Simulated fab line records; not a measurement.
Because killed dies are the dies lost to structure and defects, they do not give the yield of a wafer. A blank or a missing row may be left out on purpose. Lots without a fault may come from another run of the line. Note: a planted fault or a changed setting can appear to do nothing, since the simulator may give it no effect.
Chamber matching || flow n5-finfet || N5_BEOL_M10_DESCUM_16 on rie-diel-05: 4 sister chambers
The step chemistry O2, time 7.9 s. 4 wafers are shown with their chamber, then 8 later ones without.

WAFERS, EACH WITH ITS CHAMBER
{"wafer": "L087.4", "chamber": 1, "showerhead-plenum-p-Torr (Torr)": 2.03}
{"wafer": "L092.3", "chamber": 0, "showerhead-plenum-p-Torr (Torr)": 1.92}
{"wafer": "L092.5", "chamber": 2, "showerhead-plenum-p-Torr (Torr)": 2.20}
{"wafer": "L094.3", "chamber": 3, "showerhead-plenum-p-Torr (Torr)": 2.13}

WAFERS WITH NO CHAMBER GIVEN
{"wafer": "L094.4", "showerhead-plenum-p-Torr (Torr)": 2.20}
{"wafer": "L094.5", "showerhead-plenum-p-Torr (Torr)": 2.20}
{"wafer": "L096.1", "showerhead-plenum-p-Torr (Torr)": 2.13}
{"wafer": "L096.3", "showerhead-plenum-p-Torr (Torr)": 2.20}
{"wafer": "L096.4", "showerhead-plenum-p-Torr (Torr)": 2.02}
{"wafer": "L097.1", "showerhead-plenum-p-Torr (Torr)": 2.20}
{"wafer": "L097.3", "showerhead-plenum-p-Torr (Torr)": 2.12}
{"wafer": "L097.6", "showerhead-plenum-p-Torr (Torr)": 1.92}

WHICH CHAMBER EACH ONE RAN IN
{"wafer": "L094.4", "from the rows above": 2, "in truth": 2}
{"wafer": "L094.5", "from the rows above": 2, "in truth": 2}
{"wafer": "L096.1", "from the rows above": 3, "in truth": 3}
{"wafer": "L096.3", "from the rows above": 2, "in truth": 2}
{"wafer": "L096.4", "from the rows above": 1, "in truth": 1}
{"wafer": "L097.1", "from the rows above": 2, "in truth": 2}
{"wafer": "L097.3", "from the rows above": 3, "in truth": 3}
{"wafer": "L097.6", "from the rows above": 0, "in truth": 0}
Correct placement for 8 of the 8. Can't be placed from these rows: 0. Placed wrongly: 0.
How it was worked out, from the rows above alone: a wafer's distance from a chamber is the root of the sum, over the readings, of the square of ((its reading less the chamber's mean) divided by the reading's scatter). If the next closest chamber is less than 2 further off than the closest, the wafer can't be placed; otherwise it belongs to the closest. For every chamber, the mean is computed from those of its wafers that are shown. The scatter: root of mean squared gap, hidden wafer to nearest shown wafer, with one shown wafer a chamber.
